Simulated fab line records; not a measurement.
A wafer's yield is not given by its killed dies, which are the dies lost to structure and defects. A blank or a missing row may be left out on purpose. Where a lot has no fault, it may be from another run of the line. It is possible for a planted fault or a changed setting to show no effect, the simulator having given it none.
fab line records -- flow n5-finfet
[record] lots = 8, wafers = 23, last-day = 17
route steps=1938 shown MOL_CONTACT_COAG@545 BEOL_M4@1111 PASSIVATION@1936
lots untouched by any fault: they come from a run of this same line in which no faults occurred
start-h: start of the lot's first displayed wafer, in hours after the record's first day -- wait-h: how many hours have passed since the lot's step before this one -- " as in the row above -- L1.1+2: several wafers, shown together as one row -- - value missing, or start not given -- * or withheld: withheld -- < > ~ a bound
route shown NAME@n: NAME is a module with steps in the file, n the number in the route of the first one -- usual: mean/standard deviation taken from wafers without a fault -- same: alike in all rows -- chamber/n: place in a boat -- sites: the reading at each site -- _std_site: standard deviation across them -- _edge_site: outer sites' mean less inner sites' -- radius-mm: how far each site lies from the wafer's centre -- mask NAME#n: copy n -- behind: the most recent tool/chamber to have shaped the wafer -- hold: the reason the lot was held/the length of the hold in hours/how it ended -- device: the n, p or np transistor that did not switch -- end of line: at the end of the route, the tests of the same wafers -- where a step has no rows: the recipe by itself -- killed: the dies lost at the first sort to structure and to defects; this is not the yield of the wafer -- map: dies across one wafer; x = killed, . = not, _ = none there
set.NAME: setting as actually run; set.NAME@STEP: the setting as run at that earlier step -- model.NAME: the simulator's own value behind a step, which no gauge read
the route's steps for a sample of lots (tables are steps, rows are wafers)
services: a tool's chamber out of use, with start hour (start-h, from the record's first day; less than 0 if before it), hours out, and reason
[[steps]]
[step N5_MOL_CONTACT_COAG_SIL_ANNEAL_21]
[recipe] temp-c = 550, time-s = 60, ambient = N2
[usual] lamp-power-pct = 6.0/0.31, lamp_zone_6_pct = 6.0/0.31, wafer_temp_C_max = 551.7/0.47
lot.wafer,tool,chamber,start-h,wait-h,lamp-power-pct,lamp_zone_6_pct,wafer_temp_C_max
L520.2,rtp-anneal-01,0,99.30,0.2,6.3,6.2,552.4
L520.3,rtp-anneal-01,0,99.30,0.2,6.3,6.2,552.6
L520.4,rtp-anneal-01,0,99.30,0.2,6.3,6.2,551.5
L522.2,rtp-anneal-02,0,110.14,0.4,5.6,5.6,552.0
L522.4,rtp-anneal-02,0,110.14,0.4,5.6,5.6,551.7
L522.5,rtp-anneal-02,0,110.14,0.4,5.6,5.6,551.7
L530.5,rtp-anneal-01,0,162.11,0.2,6.3,6.2,551.8
L530.6,rtp-anneal-01,0,162.11,0.2,6.3,6.2,551.3
L532.3,rtp-anneal-02,0,169.42,0.3,5.6,5.6,552.2
L532.4,rtp-anneal-02,0,169.42,0.3,5.6,5.6,552.7
L532.6,rtp-anneal-02,0,169.42,0.3,5.7,5.6,552.0
L533.3,rtp-anneal-02,0,177.41,0.3,5.6,5.6,552.3
L533.5,rtp-anneal-02,0,177.41,0.3,5.6,5.6,552.2
L533.6,rtp-anneal-02,0,177.41,0.3,5.6,5.6,552.1
L539.1,rtp-anneal-01,0,210.10,0.2,6.3,6.2,552.2
L539.2,rtp-anneal-01,0,210.10,0.2,6.3,6.2,551.7
L539.6,rtp-anneal-01,0,210.10,0.2,6.3,6.2,552.5
L541.1,rtp-anneal-02,0,222.42,0.3,5.6,5.6,551.3
L541.2,rtp-anneal-02,0,222.42,0.3,5.6,5.6,551.4
L541.6,rtp-anneal-02,0,222.42,0.3,5.6,5.6,551.6
L542.1,rtp-anneal-01,0,228.01,0.3,6.3,6.2,551.0
L542.3,rtp-anneal-01,0,228.01,0.3,6.3,6.2,550.6
L542.5,rtp-anneal-01,0,228.01,0.3,6.3,6.2,551.2
[step N5_MOL_CONTACT_COAG_ALD_27]
[recipe] material = SiOC, target-thk-a = 170, temp-c = 400, ald-precursor-family = carbosiloxane, ald-co-reactant = H2-plasma, pulse-time-s = 1.5, time-s = 2720, purge-time-s = 2, co-reactant-purge-time-s = 2, ald-cycles = 340, pressure-torr = 2
[usual] heater-power-outer-w = 513/53, heater-power-w = 842/70, precursor-pulse-height-rel = 1.001/0.021
lot.wafer,tool,chamber,start-h,wait-h,heater-power-outer-w,heater-power-w,precursor-pulse-height-rel
L520.2,ald-sin-02,1,107.32,0.0,559,885,1.007
L520.3,ald-sin-02,3,107.32,0.0,453,745,0.995
L520.4,ald-sin-02,0,107.32,0.0,492,813,0.941
L522.2,ald-sin-01,2,113.70,0.0,548,938,1.013
L522.4,ald-sin-01,0,113.70,0.0,490,866,0.995
L522.5,ald-sin-01,1,113.70,0.0,467,838,1.014
L530.5,ald-sin-03,0,166.88,0.8,595,938,1.010
L530.6,ald-sin-03,1,166.88,0.8,414,709,1.001
L532.3,ald-sin-03,3,174.39,0.0,503,844,0.978
L532.4,ald-sin-03,2,174.39,0.0,483,782,0.993
L532.6,ald-sin-03,0,174.39,0.0,576,914,1.023
L533.3,ald-sin-01,0,180.91,0.5,498,860,1.021
L533.5,ald-sin-01,2,180.91,0.5,549,889,1.027
L533.6,ald-sin-01,3,180.91,0.5,620,929,0.959
L539.1,ald-sin-03,0,214.64,0.1,570,923,0.994
L539.2,ald-sin-03,3,214.64,0.1,484,842,1.005
L539.6,ald-sin-03,1,214.64,0.1,407,710,0.969
L541.1,ald-sin-01,2,227.88,0.0,521,929,0.994
L541.2,ald-sin-01,3,227.88,0.0,612,916,0.970
L541.6,ald-sin-01,2,227.88,0.0,563,926,0.973
L542.1,ald-sin-01,2,232.24,0.0,543,949,1.016
L542.3,ald-sin-01,0,232.24,0.0,494,855,1.013
L542.5,ald-sin-01,1,232.24,0.0,487,832,1.031
[step N5_MOL_CONTACT_COAG_OVL_MEAS_85]
[recipe] points-per-wafer = 522
[usual] VG_OVL = 0.0/0.69
[same] points-per-wafer = 522
lot.wafer,tool,chamber,start-h,wait-h,VG_OVL[nm]
L520.2,overlay-02,0,110.22,0.0,0.8
L520.3,overlay-02,0,110.22,0.0,-0.1
L520.4,overlay-02,0,110.22,0.0,0.1
L522.2,overlay-01,0,117.12,0.0,-0.1
L522.4,overlay-01,0,117.12,0.0,0.3
L522.5,overlay-01,0,117.12,0.0,0.0
L530.5,overlay-02,0,169.21,0.0,2.1
L530.6,overlay-02,0,169.21,0.0,0.7
L532.3,overlay-01,0,177.18,0.0,0.2
L532.4,overlay-01,0,177.18,0.0,0.2
L532.6,overlay-01,0,177.18,0.0,0.8
L533.3,overlay-02,0,183.93,0.0,0.5
L533.5,overlay-02,0,183.93,0.0,1.0
L533.6,overlay-02,0,183.93,0.0,0.0
L539.1,overlay-02,0,217.41,0.0,-0.2
L539.2,overlay-02,0,217.41,0.0,-0.4
L539.6,overlay-02,0,217.41,0.0,0.7
L541.1,overlay-02,0,230.77,0.0,0.2
L541.2,overlay-02,0,230.77,0.0,0.3
L541.6,overlay-02,0,230.77,0.0,-0.5
L542.1,overlay-01,0,235.38,0.0,-0.6
L542.3,overlay-01,0,235.38,0.0,0.9
L542.5,overlay-01,0,235.38,0.0,1.1
[step N5_MOL_CONTACT_COAG_ETCH_91]
[recipe] chemistry = N2/H2, target = SOC, target-depth-a = 600, overetch-a = 210, mask-material = SiARC, temp-c = 40, time-s = 101.2, ion-energy-ev = 200, pressure-mtorr = 30, source-w = 840, bias-w = 150, n2-flow-sccm = 200, h2-flow-sccm = 200
[usual] bias-w = 150.0/0.47, chamber-pressure-mTorr = 29.997/0.027, drypump-motor-current-A = 5.6/0.49, oes-product-au = 0.69/0.051, rf-vpp-V = 524.5/2.7, showerhead-plenum-p-Torr = 2.57/0.097, throttle-valve-pct = 17.73/0.18
lot.wafer,tool,chamber,start-h,wait-h,bias-w,chamber-pressure-mTorr,drypump-motor-current-A,oes-product-au,rf-hours-counter-h,rf-vpp-V,showerhead-plenum-p-Torr,throttle-valve-pct
L520.2,rie-diel-01,3,112.19,0.0,149.9,29.961,5.7,0.77,9,521.8,2.49,17.67
L520.3,rie-diel-01,0,112.19,0.0,149.2,30.020,6.1,0.61,198,519.9,2.42,18.00
L520.4,rie-diel-01,2,112.19,0.0,149.7,29.999,6.4,0.60,231,522.6,2.50,17.84
L522.2,rie-diel-02,3,117.91,0.0,149.7,30.006,4.8,0.71,48,523.8,2.47,17.73
L522.4,rie-diel-02,1,117.91,0.0,149.1,29.979,5.6,0.72,39,526.1,2.59,17.44
L522.5,rie-diel-02,1,117.91,0.0,149.7,29.950,5.6,0.73,-,525.3,2.59,17.44
L530.5,rie-diel-02,0,169.67,0.0,150.5,29.975,5.8,0.72,-,525.3,2.61,17.56
L530.6,rie-diel-02,1,169.67,0.0,149.8,29.999,5.6,0.70,-,525.1,2.58,17.49
L532.3,rie-diel-02,3,177.61,0.0,-,-,-,-,-,-,-,-
L532.4,rie-diel-02,1,177.61,0.0,-,-,-,-,-,-,-,-
L532.6,rie-diel-02,1,177.61,0.0,-,-,-,-,-,-,-,-
L533.3,rie-diel-02,0,184.39,0.0,-,-,-,-,-,-,-,-
L533.5,rie-diel-02,1,184.39,0.0,-,-,-,-,-,-,-,-
L533.6,rie-diel-02,0,184.39,0.0,-,-,-,-,-,-,-,-
L539.1,rie-diel-02,3,217.85,0.0,149.9,29.993,4.7,0.68,88,521.5,2.45,17.79
L539.2,rie-diel-02,0,217.85,0.0,150.8,29.998,5.8,0.70,56,525.0,2.60,17.58
L539.6,rie-diel-02,3,217.85,0.0,150.0,29.968,4.7,0.68,-,522.2,2.45,17.81
L541.1,rie-diel-02,1,231.22,0.0,150.5,30.024,5.6,0.68,81,524.7,2.57,17.52
L541.2,rie-diel-02,3,231.22,0.0,148.9,30.011,4.8,0.67,93,521.1,2.45,17.79
L541.6,rie-diel-02,3,231.22,0.0,149.5,29.986,4.8,0.68,-,521.7,2.45,17.80
L542.1,rie-diel-02,2,235.82,0.0,149.8,29.946,5.8,0.66,101,529.1,2.68,17.76
L542.3,rie-diel-02,3,235.82,0.0,149.8,30.021,4.7,0.67,95,521.5,2.45,17.80
L542.5,rie-diel-02,0,235.82,0.0,151.0,29.985,5.8,0.69,-,524.6,2.60,17.59
[step N5_MOL_CONTACT_COAG_VIA_ETCH_46]
[recipe] chemistry = C4F6/O2, target-depth-a = 460, overetch-a = 92, mask-material = SOC, target = SiO2, bias-w = 455, pressure-mtorr = 10, time-s = 40, source-w = 325, Ar_flow_sccm = 300, C4F6_flow_sccm = 10, O2_flow_sccm = 10, ion-energy-ev = 575.3, ends = end-point
[usual] C4F6_flow_sccm = 9.999/0.03, O2_flow_sccm = 10.002/0.029, chamber-pressure-mTorr = 10.000/0.0092, drypump-motor-current-A = 5.6/0.49, oes-product-au = 0.73/0.054, rf-vpp-V = 1581/14, showerhead-plenum-p-Torr = 2.86/0.1, throttle-valve-pct = 40.69/0.25
lot.wafer,tool,chamber,start-h,wait-h,C4F6_flow_sccm,O2_flow_sccm,chamber-pressure-mTorr,drypump-motor-current-A,oes-product-au,rf-hours-counter-h,rf-vpp-V,showerhead-plenum-p-Torr,throttle-valve-pct
L520.2,rie-diel-01,3,112.32,0.0,10.024,9.956,9.996,5.7,0.81,9,1590,2.78,40.37
L520.3,rie-diel-01,0,112.32,0.0,10.016,10.002,9.991,6.1,0.65,198,1565,2.72,41.19
L520.4,rie-diel-01,2,112.32,0.0,9.975,10.045,10.001,6.4,0.64,231,1574,2.79,40.20
L522.2,rie-diel-02,3,118.03,0.0,9.977,10.003,10.004,4.7,0.77,49,1584,2.75,40.44
L522.4,rie-diel-02,1,118.03,0.0,10.054,10.014,10.004,5.6,0.79,39,1580,2.87,40.55
L522.5,rie-diel-02,1,118.03,0.0,10.031,10.053,10.005,5.6,0.78,-,1579,2.87,40.55
L530.5,rie-diel-02,0,169.79,0.0,10.026,10.027,10.011,5.8,0.77,-,1572,2.90,40.68
L530.6,rie-diel-02,1,169.79,0.0,10.005,10.018,9.979,5.6,0.75,-,1578,2.86,40.57
L532.3,rie-diel-02,3,177.73,0.0,9.947,10.005,10.005,4.7,0.30,73,1582,2.74,40.05
L532.4,rie-diel-02,1,177.73,0.0,9.974,10.006,9.992,5.6,0.31,63,1578,2.86,40.14
L532.6,rie-diel-02,1,177.73,0.0,10.001,9.975,9.987,5.6,0.31,-,1578,2.86,40.14
L533.3,rie-diel-02,0,184.52,0.0,10.023,10.018,9.995,5.8,0.32,44,1570,2.90,40.25
L533.5,rie-diel-02,1,184.52,0.0,10.001,9.998,9.996,5.6,0.31,-,1578,2.86,40.12
L533.6,rie-diel-02,0,184.52,0.0,10.014,10.032,9.990,5.8,0.32,-,1572,2.90,40.27
L539.1,rie-diel-02,3,217.97,0.0,10.004,9.959,9.992,4.8,0.71,88,1582,2.74,40.50
L539.2,rie-diel-02,0,217.97,0.0,10.047,9.970,10.000,5.8,0.75,56,1571,2.90,40.70
L539.6,rie-diel-02,3,217.97,0.0,9.978,9.970,9.996,4.8,0.73,-,1581,2.74,40.48
L541.1,rie-diel-02,1,231.35,0.0,10.015,9.967,10.006,5.6,0.72,81,1576,2.85,40.57
L541.2,rie-diel-02,3,231.35,0.0,10.030,9.998,9.999,4.7,0.71,93,1582,2.74,40.48
L541.6,rie-diel-02,3,231.35,0.0,10.007,10.038,10.006,4.8,0.72,-,1581,2.74,40.48
L542.1,rie-diel-02,2,235.95,0.0,9.989,10.004,9.998,5.8,0.70,101,1560,2.97,40.84
L542.3,rie-diel-02,3,235.95,0.0,10.011,10.023,9.991,4.7,0.72,95,1582,2.73,40.47
L542.5,rie-diel-02,0,235.95,0.0,9.944,9.979,10.008,5.8,0.74,-,1571,2.89,40.71
[step N5_MOL_CONTACT_COAG_CD_MEAS_137]
[recipe] target-cd-nm = 16
[usual] cd-nm = 15.8/0.34
lot.wafer,tool,chamber,start-h,wait-h,cd-nm
L520.2,cd-sem-03,-,112.65,0.0,15.6
L520.3,cd-sem-03,-,112.65,0.0,15.8
L520.4,cd-sem-03,-,112.65,0.0,16.3
L522.2,cd-sem-02,-,118.37,0.0,16.2
L522.4,cd-sem-02,-,118.37,0.0,16.2
L522.5,cd-sem-02,-,118.37,0.0,16.3
L530.5,cd-sem-02,-,170.09,0.0,15.7
L530.6,cd-sem-02,-,170.09,0.0,15.7
L532.3,cd-sem-01,-,178.07,0.0,-
L532.4,cd-sem-01,-,178.07,0.0,-
L532.6,cd-sem-01,-,178.07,0.0,-
L533.3,cd-sem-03,-,184.85,0.0,-
L533.5,cd-sem-03,-,184.85,0.0,-
L533.6,cd-sem-03,-,184.85,0.0,-
L539.1,cd-sem-03,-,218.34,0.0,16.1
L539.2,cd-sem-03,-,218.34,0.0,15.3
L539.6,cd-sem-03,-,218.34,0.0,16.3
L541.1,cd-sem-01,-,231.73,0.0,16.4
L541.2,cd-sem-01,-,231.73,0.0,15.7
L541.6,cd-sem-01,-,231.73,0.0,15.9
L542.1,cd-sem-02,-,236.28,0.0,15.7
L542.3,cd-sem-02,-,236.28,0.0,15.5
L542.5,cd-sem-02,-,236.28,0.0,15.6
[step N5_BEOL_M4_RC_MEAS_101]
[usual] DIBL_N = 36.1/1.5, DIBL_P = 36.1/1.9, IOFF_N = 0.159/0.029, IOFF_P = 0.21/0.038, ION_N = 675/11, ION_P = 464/8.1, SS_N = 71.5/0.57, SS_P = 73.3/0.64, VT_N = 249/3.1, VT_P = -250/3.8
lot.wafer,tool,chamber,start-h,wait-h,DIBL_N[mV/V],DIBL_P[mV/V],IOFF_N[nA/um],IOFF_P[nA/um],ION_N[uA/um],ION_P[uA/um],SS_N[mV/dec],SS_P[mV/dec],VT_N[mV],VT_P[mV]
L520.2,prober-01,0,174.34,0.2,36.9,35.9,0.156,0.20,667,456,71.5,72.8,250,-250
L520.3,prober-01,0,174.34,0.2,36.2,35.2,0.148,0.19,675,457,71.4,73.0,251,-252
L520.4,prober-01,0,174.34,0.2,36.3,34.8,0.152,0.18,658,453,71.5,72.6,253,-252
L522.2,prober-01,0,177.54,0.2,37.8,37.3,0.161,0.24,666,464,71.8,73.8,249,-246
L522.4,prober-01,0,177.54,0.2,35.9,34.2,0.137,0.19,672,462,72.3,72.5,250,-249
L522.5,prober-01,0,177.54,0.2,36.7,36.4,0.148,0.22,654,454,71.5,73.3,253,-247
L530.5,prober-01,0,227.34,0.6,36.3,36.1,0.173,0.26,686,468,70.9,73.7,246,-244
L530.6,prober-01,0,227.34,0.6,37.4,37.4,0.209,0.29,695,477,72.2,74.1,245,-241
L539.1,prober-01,0,281.30,0.0,37.1,36.9,0.177,0.26,686,476,72.1,73.8,245,-245
L539.2,prober-01,0,281.30,0.0,36.9,37.2,0.184,0.28,691,481,71.4,73.1,248,-241
L539.6,prober-01,0,281.30,0.0,38.5,39.3,0.213,0.31,702,479,72.2,73.5,244,-241
L541.1,prober-02,0,306.03,0.0,37.1,37.1,0.173,0.30,677,479,71.4,73.3,246,-241
L541.2,prober-02,0,306.03,0.0,37.5,37.7,0.192,0.32,689,481,72.1,73.7,247,-242
L541.6,prober-02,0,306.03,0.0,37.6,37.6,0.198,0.31,686,473,72.0,74.3,245,-244
L542.1,prober-01,0,321.45,0.0,36.2,36.8,0.181,0.23,684,469,71.1,73.3,247,-247
L542.3,prober-01,0,321.45,0.0,36.6,36.4,0.180,0.23,680,468,70.9,72.5,246,-248
L542.5,prober-01,0,321.45,0.0,34.8,36.0,0.168,0.23,686,473,71.5,73.6,244,-247
[step N5_PASSIVATION_PROBE_49]
[usual] defect-limited-yield = 91.5/1.6, killed_at_M0_to_M3 = 33/10, killed_at_M4_up = 13/5.6, killed-at-contacts = 13/6, killed-at-front-end = 39/12, killed-at-other = 3.0/2.8, killed-dies = 101/19, killed-on-rim = 13/4, killed-open = 65/13, killed-short = 32/8.3, sort_bin_5_function = 5.0/1, sort_bin_6_memory = 3.1/0.69, sort-n-pass = 1079/19, sort-yield-pct = 91.5/1.6
[same] gross-dies = 1180, killed-at-back-side = 0, sort_bin_4_leakage[%] = 0, sort_bin_8_speed[%] = 0
lot.wafer,tool,chamber,start-h,wait-h,defect-limited-yield[%],killed_at_M0_to_M3,killed_at_M4_up,killed-at-contacts,killed-at-front-end,killed-at-other,killed-dies,killed-on-rim,killed-open,killed-short,sort_bin_5_function[%],sort_bin_6_memory[%],sort-n-pass,sort-yield-pct[%]
L532.3,prober-02,-,353.86,0.1,0,16,9,1108,47,0,1180,152,51,24,97.7,2.2,0,0
L532.4,prober-02,-,353.91,0.2,0,31,2,1092,52,3,1180,152,71,33,96.4,3.3,0,0
L532.6,prober-02,-,354.01,0.3,0,32,5,1106,35,2,1180,152,42,38,96.9,2.6,0,0
L533.3,prober-01,-,355.55,0.1,0,27,16,1100,37,0,1180,152,70,28,96.7,3.1,0,0
L533.5,prober-01,-,355.65,0.2,0,33,14,1105,28,0,1180,152,52,34,96.4,3.2,0,0
L533.6,prober-01,-,355.70,0.3,0,28,10,1110,30,2,1180,152,58,26,97.8,1.9,0,0
// killed by level:class
L532.3 MOL_CONTACT_COAG:area-etch=1105 FIN_SAQP:geometric-particle:open=10 FIN_SAQP:geometric-particle:short=8 STI_FIN_REVEAL:geometric-particle:open=7 BEOL_M4:geometric-particle:open=7 GATE_CUT:geometric-particle:short=6 BEOL_M1:geometric-particle:open=5 BEOL_M2:geometric-particle:open=5
L532.4 MOL_CONTACT_COAG:area-etch=1074 FIN_SAQP:geometric-particle:open=19 MOL_CONTACT_COAG:geometric-particle:open=16 FIN_SAQP:geometric-particle:short=10 BEOL_M0_SAQP:geometric-particle:open=7 BEOL_M3:geometric-particle:open=6 DUMMY_GATE:geometric-particle:open=5 BEOL_M3:geometric-particle:short=5
L532.6 MOL_CONTACT_COAG:area-etch=1099 FIN_SAQP:geometric-particle:short=8 MOL_CONTACT_COAG:geometric-particle:open=6 BEOL_M2:geometric-particle:open=6 BEOL_M3:geometric-particle:open=6 STARTING-WAFER:geometric-particle:short=6 GATE_CUT:geometric-particle:short=5 BEOL_M0_SAQP:geometric-particle:short=5
L533.3 MOL_CONTACT_COAG:area-etch=1082 FIN_SAQP:geometric-particle:open=17 MOL_CONTACT_COAG:geometric-particle:open=11 BEOL_M0_SAQP:geometric-particle:short=8 BEOL_M3:geometric-particle:open=8 MOL_CONTACT_COAG:geometric-particle:short=7 STI_FIN_REVEAL:geometric-particle:open=5 BEOL_M0_SAQP:geometric-particle:open=5
L533.5 MOL_CONTACT_COAG:area-etch=1093 BEOL_M3:geometric-particle:open=12 MOL_CONTACT_COAG:geometric-particle:open=9 BEOL_M0_SAQP:geometric-particle:short=8 BEOL_M4:geometric-particle:open=6 FIN_SAQP:geometric-particle:open=4 FIN_SAQP:geometric-particle:short=4 BEOL_M1:geometric-particle:open=4
L533.6 MOL_CONTACT_COAG:area-etch=1094 MOL_CONTACT_COAG:geometric-particle:open=13 BEOL_M0_SAQP:geometric-particle:open=7 DUMMY_GATE:geometric-particle:open=6 BEOL_M0_SAQP:geometric-particle:short=6 FIN_SAQP:geometric-particle:short=4 FIN_SAQP:geometric-particle:open=4 BEOL_M1:geometric-particle:open=4
[[services]]
tool,chamber,start-h,hours,kind
ald-sin-01,-,85.40,14.0,pm
ald-sin-01,0,85.40,14.0,vent-cycle
ald-sin-01,1,85.40,14.0,vent-cycle
ald-sin-01,2,85.40,14.0,vent-cycle
ald-sin-01,3,85.40,14.0,vent-cycle
rie-diel-02,2,92.12,3.4,repair
ald-sin-01,0,99.40,-,clean
ald-sin-01,1,99.40,-,clean
ald-sin-01,2,99.40,-,clean
ald-sin-01,3,99.40,-,clean
ald-sin-01,-,122.19,14.6,pm
ald-sin-02,2,142.13,17.0,repair
rie-diel-02,0,145.20,4.2,repair
rie-diel-01,2,155.86,-,clean
rie-diel-01,2,155.86,-,consumable-replace:focus-ring
rie-diel-01,2,155.86,24.8,scheduled-down
rie-diel-01,2,155.86,24.8,vent-cycle
ald-sin-02,3,197.40,3.8,repair
[[key]]
[first-sign] step = N5_MOL_CONTACT_COAG_ETCH_91, reading = tool-record, direction = missing
[effect] step = N5_MOL_CONTACT_COAG_VIA_ETCH_46, reading = oes-product-au, direction = down, sigmas = 7.8, usual = 0.73, struck = 0.31
[effect] step = N5_MOL_CONTACT_COAG_CD_MEAS_137, reading = cd-nm, direction = missing
[effect] step = N5_PASSIVATION_PROBE_49, reading = killed-at-contacts, direction = up, sigmas = 99+, usual = 13, struck = 1104
[more-kills-born-at] N5_MOL_CONTACT_COAG_ETCH_91@rie-diel-02 = 6547
met-at N5_MOL_CONTACT_COAG_ETCH_91
struck-lots L532,L533
later-rows-left-out L532.3,L532.4,L532.6,L533.3,L533.5,L533.6
not-acting-at N5_MOL_CONTACT_COAG_SIL_ANNEAL_21,N5_MOL_CONTACT_COAG_ALD_27,N5_MOL_CONTACT_COAG_OVL_MEAS_85
onset-between 169.67 177.61
[fault] kind = skipped-step-whole, tool = rie-diel-02, chamber = -, onset-h = 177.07, steps = N5_MOL_CONTACT_COAG_ETCH_91, scope = struck-lots-only
// later-rows-left-out: the simulator's readings of these wafers behind a module that went badly wrong aren't trusted and aren't shown, but for the sort
